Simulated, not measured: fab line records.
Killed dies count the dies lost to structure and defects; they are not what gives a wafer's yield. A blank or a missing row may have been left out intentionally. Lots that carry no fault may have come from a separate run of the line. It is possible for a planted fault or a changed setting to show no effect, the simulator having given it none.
fab line records    flow n5Finfet
record: lots: 10  wafers: 27  lastDay: 18
route steps=1938 shown BEOL_M4@1111 BEOL_M15@1818 MIM_BOT@1832 PASSIVATION@1936
lots that met no fault: taken from a fault-free run of the same line
startH: start of the lot's first displayed wafer, in hours after the record's first day    waitH: hours from the lot's prior step to this one    " same as the row above    L1.1+2: several wafers, shown together as one row    - either no value or no given start    * or withheld: withheld    < > ~ a bound
route shown NAME@n: a module of which the file shows steps, and the number in the route of the first    usual: mean/standard deviation of fault-free wafers    same: alike in all rows    chamber/n: place in a boat    sites: the reading at each site    _std_site: the values' standard deviation    _edge_site: the outer-site mean with the inner-site mean subtracted    radiusMm: for every site, how far away it sits from the centre of the wafer    mask NAME#n: copy n    behind: tool/chamber where the wafer was last shaped    hold: reason for holding the lot/hours on hold/outcome of the hold    device: the n, p or np transistor that did not switch    end of line: the route-end tests of the same wafers    a step given without rows: its recipe and nothing more    killed: dies that structure and defects cost at the first sort, which is not the same as the wafer's yield    map: a wafer's dies, marking killed ones x, the rest . and places with no die _
set.NAME: the run value of the setting; set.NAME@STEP: its run value at that earlier step    model.NAME: the simulator's own value behind a step, which no gauge read
steps of the route over a sample of lots; a table a step, a row a wafer
services: a tool's chamber out of use, with start hour (startH, from the record's first day; less than 0 if before it), hours out, and reason
== steps ==
step: N5_BEOL_M4_RC_MEAS_101
usual: DIBL_N: 35.6/1.7  DIBL_P: 35.0/2  IOFF_N: 0.148/0.027  IOFF_P: 0.19/0.032  ION_N: 671/14  ION_P: 460/9.1  SS_N: 71.3/0.62  SS_P: 73.0/0.64  VT_N: 251/3.2  VT_P: -251.5/2.9
lot.wafer  tool       chamber  startH  waitH  DIBL_N[mV/V]  DIBL_P[mV/V]  IOFF_N[nA/um]  IOFF_P[nA/um]  ION_N[uA/um]  ION_P[uA/um]  SS_N[mV/dec]  SS_P[mV/dec]  VT_N[mV]  VT_P[mV]
L207.3     prober-02  0        200.09  0.3    36.1          37.1          0.174          0.20           701           470           71.1          73.9          248       -252.5
L207.4     "          0        "       "      35.4          37.2          0.150          0.19           673           460           70.9          73.9          252       -249.9
L207.5     "          0        "       "      35.2          35.8          0.148          0.17           678           464           71.2          73.1          251       -251.1
L210.1     prober-01  0        207.20  0.0    38.2          38.9          0.168          0.20           692           473           72.1          73.6          250       -252.7
L210.3     "          0        "       "      38.3          39.4          0.180          0.22           685           466           71.9          73.4          248       -253.7
L210.6     "          0        "       "      37.6          38.2          0.164          0.20           687           465           71.9          73.0          249       -252.6
L213.4     prober-01  0        212.66  0.5    34.9          35.3          0.137          0.19           666           460           71.2          72.9          252       -252.1
L213.5     "          0        "       "      35.0          32.8          0.124          0.15           633           436           71.7          72.5          254       -258.2
L219.2     prober-02  0        253.14  0.2    36.1          36.8          0.198          0.24           690           472           71.4          74.1          244       -246.3
L219.3     "          0        "       "      34.2          34.5          0.147          0.21           670           464           71.4          73.5          250       -245.1
L219.6     "          0        "       "      33.9          33.6          0.139          0.19           672           457           71.4          72.5          249       -250.3
L221.1     prober-02  0        276.91  0.0    36.1          33.6          0.120          0.15           658           447           70.7          72.9          255       -255.7
L221.2     "          0        "       "      38.8          36.7          0.158          0.19           668           450           70.9          74.1          253       -254.5
L221.3     "          0        "       "      38.5          36.0          0.165          0.19           660           447           72.1          73.2          252       -252.7
L223.1     prober-02  0        281.83  0.0    35.9          36.6          0.155          0.21           679           463           71.0          73.1          251       -250.7
L223.2     "          0        "       "      38.4          38.6          0.197          0.24           670           449           71.7          73.7          247       -249.5
L223.6     "          0        "       "      35.4          34.7          0.136          0.18           680           463           70.7          72.6          254       -251.3
L225.2     prober-01  0        296.66  0.2    34.2          33.0          0.118          0.15           657           449           70.2          72.0          253       -255.5
L225.4     "          0        "       "      36.4          35.6          0.160          0.19           690           466           71.7          72.1          248       -253.0
L225.6     "          0        "       "      36.4          35.6          0.148          0.18           669           454           70.8          72.8          253       -252.2
L224.1     prober-02  0        298.58  0.0    35.0          32.2          0.118          0.14           656           448           70.8          72.2          253       -256.9
L224.5     "          0        "       "      35.3          33.1          0.121          0.15           657           449           71.0          72.8          255       -253.0
L226.2     prober-01  0        300.09  0.2    36.7          34.2          0.147          0.18           655           454           71.5          72.7          252       -250.2
L226.6     "          0        "       "      35.3          34.1          0.133          0.18           682           476           70.5          72.9          252       -251.4
L230.2     prober-02  0        321.94  0.2    37.7          37.6          0.200          0.22           701           468           71.8          74.1          246       -253.1
L230.3     "          0        "       "      35.9          35.5          0.155          0.19           679           458           71.2          73.3          249       -251.3
L230.6     "          0        "       "      36.3          36.0          0.166          0.20           681           456           71.3          73.6          245       -250.3
step: N5_BEOL_M15_PRE_CLEAN_42
recipe: gas: H2/He  timeS: 30  tempC: 300
usual: heaterPowerW: 465/41
lot.wafer  tool           chamber  startH  waitH  heaterPowerW
L207.3     pvdSputter-03  -        299.85  0.0    470
L207.4     "              -        "       "      508
L207.5     "              -        "       "      473
L210.1     pvdSputter-01  -        317.71  0.0    432
L210.3     "              -        "       "      538
L210.6     "              -        "       "      547
L213.4     pvdSputter-02  -        328.48  0.0    460
L213.5     "              -        "       "      462
L219.2     pvdSputter-03  -        350.72  0.0    466
L219.3     "              -        "       "      536
L219.6     "              -        "       "      528
L221.1     pvdSputter-02  -        371.02  0.0    469
L221.2     "              -        "       "      432
L221.3     "              -        "       "      459
L223.1     pvdSputter-02  -        379.50  0.0    453
L223.2     "              -        "       "      429
L223.6     "              -        "       "      433
L225.2     pvdSputter-02  -        391.98  0.0    428
L225.4     "              -        "       "      474
L225.6     "              -        "       "      473
L224.1     pvdSputter-03  -        392.36  0.6    542
L224.5     "              -        "       "      541
L226.2     pvdSputter-01  -        395.64  0.0    449
L226.6     "              -        "       "      431
L230.2     pvdSputter-03  -        419.79  0.0    457
L230.3     "              -        "       "      473
L230.6     "              -        "       "      458
step: N5_BEOL_M15_SPUTTER_43
recipe: material: TaN  targetThkA: 150  tempC: 50  biasV: 168.6  powerW: 15000  chamberPressurePa: 0.12  timeS: 24.19
usual: biasV: 168.6/1.7  throttleValvePct: 30.2/1.4
lot.wafer  tool           chamber  startH  waitH  biasV  throttleValvePct
L207.3     pvdSputter-03  -        299.89  0.0    166.8  27.2
L207.4     "              -        "       "      166.5  33.3
L207.5     "              -        "       "      168.4  27.6
L210.1     pvdSputter-01  -        317.75  0.0    172.3  29.4
L210.3     "              -        "       "      171.3  31.2
L210.6     "              -        "       "      169.8  30.9
L213.4     pvdSputter-02  -        328.52  0.0    169.3  29.7
L213.5     "              -        "       "      167.6  29.9
L219.2     pvdSputter-03  -        350.76  0.0    169.4  27.5
L219.3     "              -        "       "      168.1  29.3
L219.6     "              -        "       "      168.9  33.7
L221.1     pvdSputter-02  -        371.06  0.0    166.4  29.9
L221.2     "              -        "       "      168.7  31.0
L221.3     "              -        "       "      166.8  29.4
L223.1     pvdSputter-02  -        379.54  0.0    167.0  30.5
L223.2     "              -        "       "      168.8  31.0
L223.6     "              -        "       "      167.7  31.0
L225.2     pvdSputter-02  -        392.02  0.0    166.0  30.9
L225.4     "              -        "       "      168.3  29.9
L225.6     "              -        "       "      167.3  30.1
L224.1     pvdSputter-03  -        392.40  0.0    168.3  29.4
L224.5     "              -        "       "      166.0  29.5
L226.2     pvdSputter-01  -        395.68  0.0    168.3  29.0
L226.6     "              -        "       "      171.1  29.0
L230.2     pvdSputter-03  -        419.83  0.0    170.1  30.2
L230.3     "              -        "       "      166.8  27.1
L230.6     "              -        "       "      168.9  30.0
step: N5_BEOL_M15_CMP_49
recipe: stopOn: SiO2  tOverpolishS: 4.9  downForcePsi: 2  platenRpm: 80  clearingPlatenDownForcePsi: 2  clearingPlatenRpm: 80  postCmpClean: cuAlkaline  targetThkNm: 850  clearingPlatenPadVelocityMS: 1.5917  padVelocityMS: 1.5917
usual: barrierFieldEndpointS: 11.21/0.25  motorCurrentA: 8.2/0.77  overpolishRunS: 4.900/0.0092
lot.wafer  tool    chamber  startH  waitH  barrierFieldEndpointS  motorCurrentA  overpolishRunS
L207.4     cmp-03  0        300.71  0.1    11.58                  9.6            4.886
L207.3     "       3        "       "      11.17                  6.9            4.903
L207.5     "       0        "       "      11.14                  9.4            4.907
L210.1     cmp-02  2        318.86  0.3    11.63                  8.5            4.889
L210.3     "       0        "       "      11.64                  8.2            4.909
L210.6     "       2        "       "      11.55                  8.6            4.882
L213.4     cmp-02  2        329.40  0.2    11.49                  8.5            4.897
L213.5     "       1        "       "      11.02                  7.6            4.897
L219.3     cmp-01  0        351.62  0.2    10.89                  8.7            4.888
L219.2     "       2        "       "      11.10                  7.7            4.906
L219.6     "       0        "       "      10.95                  8.9            4.896
L221.1     cmp-02  3        371.88  0.3    10.73                  8.4            4.905
L221.3     "       0        "       "      22.10                  8.6            3.900
L221.2     "       1        "       "      10.80                  7.4            4.893
L223.1     cmp-03  3        380.67  0.3    11.07                  7.3            4.911
L223.2     "       1        "       "      10.90                  9.5            4.884
L223.6     "       3        "       "      10.99                  7.3            4.895
L225.2     cmp-03  3        392.89  0.3    10.74                  6.8            4.925
L225.4     "       0        "       "      11.43                  9.6            4.901
L225.6     "       3        "       "      11.30                  6.9            4.899
L224.1     cmp-01  2        393.33  0.4    11.03                  7.9            4.890
L224.5     "       3        "       "      10.87                  7.4            4.911
L226.2     cmp-01  3        396.57  0.3    11.35                  7.1            4.896
L226.6     "       1        "       "      11.47                  8.8            4.912
L230.3     cmp-03  0        420.94  0.3    11.22                  9.2            4.888
L230.2     "       1        "       "      11.29                  9.5            4.891
L230.6     "       3        "       "      11.25                  6.8            4.895
step: N5_BEOL_M15_THK_MEAS_50
recipe: thkMeasGauge: xrf  reads: Cu_of_BEOL_M15_ECD_47
usual: M15_THK: 836/19
lot.wafer  tool          chamber  startH  waitH  M15_THK[nm]
L207.3     filmMetro-01  -        301.00  -      852
L207.4     "             -        "       "      838
L207.5     "             -        "       "      840
L210.1     filmMetro-01  -        319.16  -      855
L210.3     "             -        "       "      809
L210.6     "             -        "       "      819
L213.4     filmMetro-02  -        329.66  -      838
L213.5     "             -        "       "      841
L219.2     filmMetro-02  -        351.92  -      860
L219.3     "             -        "       "      845
L219.6     "             -        "       "      831
L221.1     filmMetro-02  -        372.18  -      851
L221.2     "             -        "       "      829
L221.3     "             -        "       "      1548
L223.1     filmMetro-01  -        380.96  -      840
L223.2     "             -        "       "      787
L223.6     "             -        "       "      832
L225.2     filmMetro-02  -        393.15  -      858
L225.4     "             -        "       "      847
L225.6     "             -        "       "      861
L224.1     filmMetro-01  -        393.51  -      837
L224.5     "             -        "       "      818
L226.2     filmMetro-02  -        396.79  -      845
L226.6     "             -        "       "      834
L230.2     filmMetro-01  -        421.17  -      832
L230.3     "             -        "       "      843
L230.6     "             -        "       "      822
step: N5_BEOL_M15_INSPECT_55
recipe: inspectInstrument: darkfield  mode: postDep
usual: rawDefectCount: 80/30
lot.wafer  tool              chamber  startH  waitH  rawDefectCount
L207.3     defectInspect-01  -        301.16  0.0    73
L207.4     "                 -        "       "      122
L207.5     "                 -        "       "      45
L210.1     defectInspect-01  -        319.31  0.0    43
L210.3     "                 -        "       "      50
L210.6     "                 -        "       "      39
L213.4     defectInspect-01  -        329.82  0.0    66
L213.5     "                 -        "       "      79
L219.2     defectInspect-01  -        352.07  0.0    68
L219.3     "                 -        "       "      71
L219.6     "                 -        "       "      69
L221.1     defectInspect-01  -        372.33  0.0    59
L221.2     "                 -        "       "      60
L221.3     "                 -        "       "      6294
L223.1     defectInspect-01  -        381.12  0.0    106
L223.2     "                 -        "       "      135
L223.6     "                 -        "       "      72
L225.2     defectInspect-01  -        393.30  0.0    58
L225.4     "                 -        "       "      75
L225.6     "                 -        "       "      51
L224.1     defectInspect-01  -        393.66  0.0    74
L224.5     "                 -        "       "      74
L226.2     defectInspect-01  -        396.94  0.0    50
L226.6     "                 -        "       "      48
L230.2     defectInspect-02  -        421.32  0.0    73
L230.3     "                 -        "       "      42
L230.6     "                 -        "       "      37
step: N5_MIM_BOT_DEGAS_01
recipe: ambient: vacuum  tempC: 300  timeS: 60
usual: heaterPowerW: 467/43
lot.wafer  tool           chamber  startH  waitH  heaterPowerW
L207.3     pvdSputter-01  -        304.14  2.0    429
L207.4     "              -        "       "      366
L207.5     "              -        "       "      381
L210.1     pvdSputter-03  -        322.70  2.4    546
L210.3     "              -        "       "      468
L210.6     "              -        "       "      559
L213.4     pvdSputter-01  -        332.01  1.2    441
L213.5     "              -        "       "      540
L219.2     pvdSputter-03  -        355.72  2.6    529
L219.3     "              -        "       "      554
L219.6     "              -        "       "      455
L221.1     pvdSputter-01  -        373.67  0.3    438
L221.2     "              -        "       "      430
L223.1     pvdSputter-03  -        383.10  1.0    474
L223.2     "              -        "       "      439
L223.6     "              -        "       "      508
L225.2     pvdSputter-02  -        395.22  0.9    468
L225.4     "              -        "       "      464
L225.6     "              -        "       "      456
L224.1     pvdSputter-02  -        395.62  0.4    451
L224.5     "              -        "       "      435
L226.2     pvdSputter-02  -        398.88  0.9    434
L226.6     "              -        "       "      460
L230.2     pvdSputter-03  -        422.92  0.1    469
L230.3     "              -        "       "      455
L230.6     "              -        "       "      556
step: N5_PASSIVATION_PROBE_49
usual: defectLimitedYield: 91.2/1.6  killed_at_M0_to_M3: 35/11  killed_at_M4_up: 14/5.4  killedAtContacts: 13/6  killedAtFrontEnd: 38/11  killedAtOther: 3.4/2.6  killedDies: 104/19  killedOnRim: 13/3.9  killedOpen: 68/13  killedShort: 34/8.5  sort_bin_5_function: 5.1/1  sort_bin_6_memory: 3.3/0.72  sort_bin_8_speed: 0.1/0.9  sortNPass: 1075/22  sortYieldPct: 91.1/1.9
same: grossDies: 1180  killedAtBackSide: 0  sort_bin_4_leakage[%]: 0
lot.wafer  tool       chamber  startH  waitH  defectLimitedYield[%]  killed_at_M0_to_M3  killed_at_M4_up  killedAtContacts  killedAtFrontEnd  killedAtOther  killedDies  killedOnRim  killedOpen  killedShort  sort_bin_5_function[%]  sort_bin_6_memory[%]  sort_bin_8_speed[%]  sortNPass  sortYieldPct[%]
L207.3     prober-01  -        315.18  0.1    90.2                   32                  20               12                48                4              116         9            76          38           5.5                     4.1                   0                    1064       90.2
L207.4     prober-01  -        315.23  0.2    91.0                   48                  16               13                25                4              106         16           62          38           5.9                     2.4                   0                    1074       91.0
L207.5     prober-01  -        315.28  0.2    90.8                   49                  12               9                 36                2              108         8            74          34           5.2                     3.6                   0                    1072       90.8
L210.1     prober-02  -        332.81  0.0    91.8                   33                  8                17                35                4              97          15           67          29           5.7                     2.1                   0                    1083       91.8
L210.3     prober-02  -        332.91  0.1    91.2                   40                  9                16                36                3              104         22           65          35           5.0                     2.9                   0                    1076       91.2
L210.6     prober-02  -        333.06  0.3    90.3                   46                  16               20                32                1              115         16           73          35           5.6                     3.5                   0                    1065       90.3
L213.4     prober-02  -        346.54  0.2    91.6                   19                  22               17                36                5              99          12           58          36           4.5                     3.1                   0                    1081       91.6
L213.5     prober-02  -        346.59  0.2    90.3                   36                  28               4                 43                4              115         13           69          44           5.4                     4.0                   5.8                  996        84.4
L219.2     prober-01  -        370.04  0.1    91.3                   47                  12               7                 31                6              103         17           72          26           5.4                     2.7                   0                    1077       91.3
L219.3     prober-01  -        370.09  0.1    89.7                   38                  9                10                60                5              122         16           79          42           6.0                     4.2                   0                    1058       89.7
L219.6     prober-01  -        370.24  0.3    92.0                   32                  17               4                 32                9              94          16           57          37           5.0                     2.5                   0                    1086       92.0
L221.1     prober-01  -        393.05  0.0    90.9                   33                  12               24                37                1              107         9            64          31           4.7                     3.1                   0                    1073       90.9
L221.2     prober-01  -        393.10  0.1    92.2                   29                  14               3                 41                5              92          16           60          32           4.8                     2.5                   0                    1088       92.2
L221.3     prober-01  -        393.15  0.1    0                      34                  1090             23                33                0              1180        152          74          31           6.0                     2.5                   0                    0          0
L223.1     prober-01  -        396.43  0.0    87.9                   40                  13               21                67                2              143         17           89          51           7.0                     4.6                   0                    1037       87.9
L223.2     prober-01  -        396.48  0.1    90.1                   44                  17               4                 51                1              117         20           81          35           5.9                     3.6                   0                    1063       90.1
L223.6     prober-01  -        396.68  0.3    88.1                   36                  23               24                56                1              140         20           100         38           7.6                     3.6                   0                    1040       88.1
L225.2     prober-02  -        408.33  0.1    91.9                   37                  17               16                23                3              96          15           72          24           4.8                     3.0                   0                    1084       91.9
L225.4     prober-02  -        408.43  0.2    88.0                   67                  19               24                30                2              142         15           97          43           6.4                     5.1                   0                    1038       88.0
L225.6     prober-02  -        408.53  0.3    93.1                   35                  5                10                28                3              81          4            63          18           4.4                     2.3                   0                    1099       93.1
L224.1     prober-01  -        410.23  0.0    90.1                   22                  11               26                53                5              117         18           69          41           4.9                     4.2                   0                    1063       90.1
L224.5     prober-01  -        410.43  0.2    92.0                   34                  12               14                31                3              94          16           63          31           4.7                     3.0                   0                    1086       92.0
L226.2     prober-01  -        414.94  0.1    88.6                   34                  25               10                62                4              135         12           88          39           7.1                     3.4                   0                    1045       88.6
L226.6     prober-01  -        415.14  0.3    90.3                   34                  22               12                42                5              115         13           80          35           5.8                     3.3                   0                    1065       90.3
L230.2     prober-02  -        436.02  0.1    90.7                   33                  13               19                43                2              110         17           77          33           5.9                     3.1                   0                    1070       90.7
L230.3     prober-02  -        436.07  0.1    93.1                   35                  5                16                24                1              81          10           59          22           3.4                     3.2                   0                    1099       93.1
L230.6     prober-02  -        436.22  0.3    92.0                   24                  15               20                30                5              94          13           58          34           5.0                     2.5                   0                    1086       92.0
killed by level:class
L207.3 FIN_SAQP:geometricParticle:short=13 FIN_SAQP:geometricParticle:open=9 STI_FIN_REVEAL:geometricParticle:open=9 MOL_CONTACT_COAG:geometricParticle:open=9 BEOL_M4:geometricParticle:open=9 BEOL_M3:geometricParticle:open=8 BEOL_M2:geometricParticle:short=5 GATE_CUT:geometricParticle:short=5
L207.4 BEOL_M3:geometricParticle:open=15 MOL_CONTACT_COAG:geometricParticle:open=10 BEOL_M0_SAQP:geometricParticle:short=9 BEOL_M4:geometricParticle:open=8 BEOL_M2:geometricParticle:open=6 FIN_SAQP:geometricParticle:short=4 GATE_CUT:geometricParticle:short=4 BEOL_M0:geometricParticle:short=4
L207.5 BEOL_M2:geometricParticle:open=17 STI_FIN_REVEAL:geometricParticle:open=11 FIN_SAQP:geometricParticle:open=9 BEOL_M0_SAQP:geometricParticle:open=7 MOL_CONTACT_COAG:geometricParticle:open=6 BEOL_M0_SAQP:geometricParticle:short=5 BEOL_M2:geometricParticle:short=5 FIN_SAQP:geometricParticle:short=4
L210.1 BEOL_M0_SAQP:geometricParticle:open=13 MOL_CONTACT_COAG:geometricParticle:open=9 DUMMY_GATE:geometricParticle:open=8 MOL_CONTACT_COAG:geometricParticle:short=8 FIN_SAQP:geometricParticle:open=6 STARTING-WAFER:geometricParticle:open=6 BEOL_M1:geometricParticle:open=6 BEOL_M0_SAQP:geometricParticle:short=5
L210.3 STI_FIN_REVEAL:geometricParticle:open=11 MOL_CONTACT_COAG:geometricParticle:open=10 BEOL_M1:geometricParticle:open=10 BEOL_M2:geometricParticle:open=9 BEOL_M1:geometricParticle:short=7 MOL_CONTACT_COAG:geometricParticle:short=6 FIN_SAQP:geometricParticle:short=5 GATE_CUT:geometricParticle:short=5
L210.6 MOL_CONTACT_COAG:geometricParticle:open=16 BEOL_M0_SAQP:geometricParticle:short=11 BEOL_M2:geometricParticle:open=11 BEOL_M1:geometricParticle:open=8 BEOL_M4:geometricParticle:open=8 FIN_SAQP:geometricParticle:short=5 STI_FIN_REVEAL:geometricParticle:open=5 BEOL_M3:geometricParticle:open=5
L213.4 BEOL_M4:geometricParticle:open=10 MOL_CONTACT_COAG:geometricParticle:open=10 FIN_SAQP:geometricParticle:short=8 MOL_CONTACT_COAG:geometricParticle:short=7 FIN_SAQP:geometricParticle:open=6 BEOL_M1:geometricParticle:open=6 HKMG_FIN:areaEtch=5 BEOL_M0:geometricParticle:open=4
L213.5 BEOL_M4:geometricParticle:open=15 FIN_SAQP:geometricParticle:open=13 FIN_SAQP:geometricParticle:short=10 BEOL_M0:geometricParticle:open=8 BEOL_M4:geometricParticle:short=8 BEOL_M1:geometricParticle:open=7 BEOL_M0_SAQP:geometricParticle:short=6 BEOL_M0_SAQP:geometricParticle:open=5
L219.2 BEOL_M2:geometricParticle:open=21 STI_FIN_REVEAL:geometricParticle:open=10 STI_FIN_REVEAL:geometricParticle:short=6 MOL_CONTACT_COAG:geometricParticle:open=6 BEOL_M0_SAQP:geometricParticle:short=5 BEOL_M3:geometricParticle:open=5 HKMG_FIN:areaEtch=5 BEOL_M1:geometricParticle:open=4
L219.3 FIN_SAQP:geometricParticle:open=22 FIN_SAQP:geometricParticle:short=15 BEOL_M2:geometricParticle:open=14 BEOL_M1:geometricParticle:open=7 GATE_CUT:geometricParticle:open=6 MOL_CONTACT_COAG:geometricParticle:short=6 BEOL_M0_SAQP:geometricParticle:short=6 GATE_CUT:geometricParticle:short=5
L219.6 BEOL_M1:geometricParticle:open=9 BEOL_M4:geometricParticle:open=9 FIN_SAQP:geometricParticle:open=7 BEOL_M2:geometricParticle:open=7 STI_FIN_REVEAL:geometricParticle:open=6 BEOL_M0_SAQP:geometricParticle:short=5 BEOL_M2:geometricParticle:short=5 FIN_SAQP:geometricParticle:short=4
L221.1 MOL_CONTACT_COAG:geometricParticle:open=20 HKMG_FIN:areaEtch=12 BEOL_M0_SAQP:geometricParticle:short=8 STI_FIN_REVEAL:geometricParticle:open=7 BEOL_M0_SAQP:geometricParticle:open=7 BEOL_M3:geometricParticle:open=6 BEOL_M4:geometricParticle:open=6 FIN_SAQP:geometricParticle:open=4
L221.2 BEOL_M1:geometricParticle:open=13 FIN_SAQP:geometricParticle:open=10 GATE_CUT:geometricParticle:short=10 BEOL_M4:geometricParticle:open=9 STI_FIN_REVEAL:geometricParticle:open=5 BEOL_M0_SAQP:geometricParticle:short=5 STI_FIN_REVEAL:geometricParticle:short=4 BEOL_M0:geometricParticle:open=4
L221.3 BEOL_M15:areaCmp=1075 MOL_CONTACT_COAG:geometricParticle:open=21 FIN_SAQP:geometricParticle:open=11 BEOL_M0_SAQP:geometricParticle:short=9 BEOL_M4:geometricParticle:open=9 BEOL_M0_SAQP:geometricParticle:open=8 BEOL_M1:geometricParticle:open=6 BEOL_M2:geometricParticle:open=6
L223.1 FIN_SAQP:geometricParticle:open=19 BEOL_M0_SAQP:geometricParticle:open=15 FIN_SAQP:geometricParticle:short=14 MOL_CONTACT_COAG:geometricParticle:open=13 GATE_CUT:geometricParticle:short=9 MOL_CONTACT_COAG:geometricParticle:short=8 BEOL_M4:geometricParticle:open=7 BEOL_M3:geometricParticle:open=7
L223.2 FIN_SAQP:geometricParticle:open=18 BEOL_M2:geometricParticle:open=15 STI_FIN_REVEAL:geometricParticle:open=9 FIN_SAQP:geometricParticle:short=7 BEOL_M0_SAQP:geometricParticle:open=7 BEOL_M0_SAQP:geometricParticle:short=6 BEOL_M4:geometricParticle:open=5 BEOL_M0:geometricParticle:short=5
L223.6 MOL_CONTACT_COAG:geometricParticle:open=20 FIN_SAQP:geometricParticle:open=19 BEOL_M4:geometricParticle:open=17 FIN_SAQP:geometricParticle:short=12 BEOL_M0_SAQP:geometricParticle:short=9 BEOL_M0_SAQP:geometricParticle:open=9 GATE_CUT:geometricParticle:open=8 BEOL_M1:geometricParticle:open=8
L225.2 BEOL_M2:geometricParticle:open=17 MOL_CONTACT_COAG:geometricParticle:open=12 FIN_SAQP:geometricParticle:open=8 BEOL_M4:geometricParticle:open=7 FIN_SAQP:geometricParticle:short=4 DUMMY_GATE:geometricParticle:open=4 MOL_CONTACT_COAG:geometricParticle:short=4 BEOL_M0_SAQP:geometricParticle:short=4
L225.4 MOL_CONTACT_COAG:geometricParticle:open=18 BEOL_M2:geometricParticle:open=18 BEOL_M0_SAQP:geometricParticle:short=18 STI_FIN_REVEAL:geometricParticle:open=11 BEOL_M0_SAQP:geometricParticle:open=10 BEOL_M1:geometricParticle:open=10 BEOL_M4:geometricParticle:open=10 MOL_CONTACT_COAG:geometricParticle:short=6
L225.6 BEOL_M2:geometricParticle:open=20 FIN_SAQP:geometricParticle:open=8 MOL_CONTACT_COAG:geometricParticle:open=8 BEOL_M0_SAQP:geometricParticle:open=7 FIN_SAQP:geometricParticle:short=6 STI_FIN_REVEAL:geometricParticle:open=5 BEOL_M3:geometricParticle:open=4 BEOL_M0:geometricParticle:open=3
L224.1 MOL_CONTACT_COAG:geometricParticle:open=22 STI_FIN_REVEAL:geometricParticle:open=13 FIN_SAQP:geometricParticle:short=8 STI_FIN_REVEAL:geometricParticle:short=7 BEOL_M0_SAQP:geometricParticle:open=7 GATE_CUT:geometricParticle:short=6 HKMG_FIN:areaEtch=6 BEOL_M2:geometricParticle:open=5
L224.5 BEOL_M0_SAQP:geometricParticle:open=14 MOL_CONTACT_COAG:geometricParticle:open=11 FIN_SAQP:geometricParticle:open=7 GATE_CUT:geometricParticle:short=7 BEOL_M0_SAQP:geometricParticle:short=6 FIN_SAQP:geometricParticle:short=5 BEOL_M2:geometricParticle:open=5 BEOL_M3:geometricParticle:open=5
L226.2 FIN_SAQP:geometricParticle:open=16 FIN_SAQP:geometricParticle:short=12 MOL_CONTACT_COAG:geometricParticle:open=10 BEOL_M0_SAQP:geometricParticle:open=10 BEOL_M0_SAQP:geometricParticle:short=9 BEOL_M4:geometricParticle:open=9 HKMG_FIN:areaEtch=8 STI_FIN_REVEAL:geometricParticle:open=7
L226.6 MOL_CONTACT_COAG:geometricParticle:open=12 BEOL_M4:geometricParticle:open=11 FIN_SAQP:geometricParticle:short=10 FIN_SAQP:geometricParticle:open=7 STI_FIN_REVEAL:geometricParticle:open=7 BEOL_M0_SAQP:geometricParticle:open=7 BEOL_M0_SAQP:geometricParticle:short=6 BEOL_M1:geometricParticle:open=6
L230.2 MOL_CONTACT_COAG:geometricParticle:open=16 BEOL_M2:geometricParticle:open=12 GATE_CUT:geometricParticle:open=6 BEOL_M1:geometricParticle:open=6 FIN_SAQP:geometricParticle:open=5 BEOL_M4:geometricParticle:open=5 STARTING-WAFER:geometricParticle:open=5 BEOL_M0_SAQP:geometricParticle:short=5
L230.3 MOL_CONTACT_COAG:geometricParticle:open=12 BEOL_M2:geometricParticle:open=11 BEOL_M1:geometricParticle:open=8 MOL_CONTACT_COAG:geometricParticle:short=4 BEOL_M0_SAQP:geometricParticle:open=4 BEOL_M0_SAQP:geometricParticle:short=4 BEOL_M3:geometricParticle:open=4 STARTING-WAFER:geometricParticle:short=4
L230.6 MOL_CONTACT_COAG:geometricParticle:open=14 STI_FIN_REVEAL:geometricParticle:open=6 BEOL_M4:geometricParticle:open=6 MOL_CONTACT_COAG:geometricParticle:short=6 BEOL_M0_SAQP:geometricParticle:open=5 BEOL_M0_SAQP:geometricParticle:short=4 BEOL_M2:geometricParticle:open=4 BEOL_M5:geometricParticle:open=4
== services ==
tool           chamber  startH  hours  kind
cmp-01         -        277.06  4.0    pm
cmp-01         -        281.06  -      consumableReplace:conditioner
cmp-01         -        281.06  -      consumableReplace:pad
cmp-03         -        291.41  8.2    pm
cmp-02         -        338.94  2.4    repair
cmp-02         -        346.39  0.6    repair
pvdSputter-01  -        352.83  2.6    repair
cmp-02         -        355.98  1.0    repair
cmp-01         -        358.42  3.8    repair
cmp-02         -        401.63  3.3    repair
cmp-02         -        408.63  4.0    pm
cmp-02         -        412.63  -      consumableReplace:conditioner
cmp-02         -        412.63  -      consumableReplace:pad
pvdSputter-01  -        414.53  1.3    repair
== key ==
firstSign: step: N5_BEOL_M15_CMP_49  reading: overpolishRunS  direction: down  sigmas: 99+  usual: 4.900  struck: 3.900
effect: step: N5_BEOL_M15_CMP_49  reading: barrierFieldEndpointS  direction: up  sigmas: 44  usual: 11.21  struck: 22.10
effect: step: N5_BEOL_M15_THK_MEAS_50  reading: M15_THK  direction: up  sigmas: 37  usual: 836  struck: 1548
effect: step: N5_BEOL_M15_INSPECT_55  reading: rawDefectCount  direction: up  sigmas: 99+  usual: 80  struck: 6294
effect: step: N5_PASSIVATION_PROBE_49  reading: killed_at_M4_up  direction: up  sigmas: 99+  usual: 14  struck: 1090
moreKillsBornAt: N5_BEOL_M15_CMP_49@cmp-02: 1075
metAt N5_BEOL_M15_CMP_49
struckLots L221
struckWafers L221.3
laterRowsLeftOut L221.3
baselineLoss: step: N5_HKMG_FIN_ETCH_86  wafers: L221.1
notActingAt N5_BEOL_M15_PRE_CLEAN_42,N5_BEOL_M15_SPUTTER_43,N5_MIM_BOT_DEGAS_01
onsetBetween 318.86 371.88
fault: kind: processParameterDrift  tool: cmp-02  chamber: 0  onsetH: 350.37  steps: N5_BEOL_M15_CMP_49  channel: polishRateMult  offset: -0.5  shape: step  endH: 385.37
laterRowsLeftOut: the simulator's readings of these wafers behind a module that went badly wrong aren't trusted and aren't shown, but for the sort
baselineLoss: these wafers lose ten dies or more at that step, a loss of the line's own and not of a fault; the sort's usual values leave them out
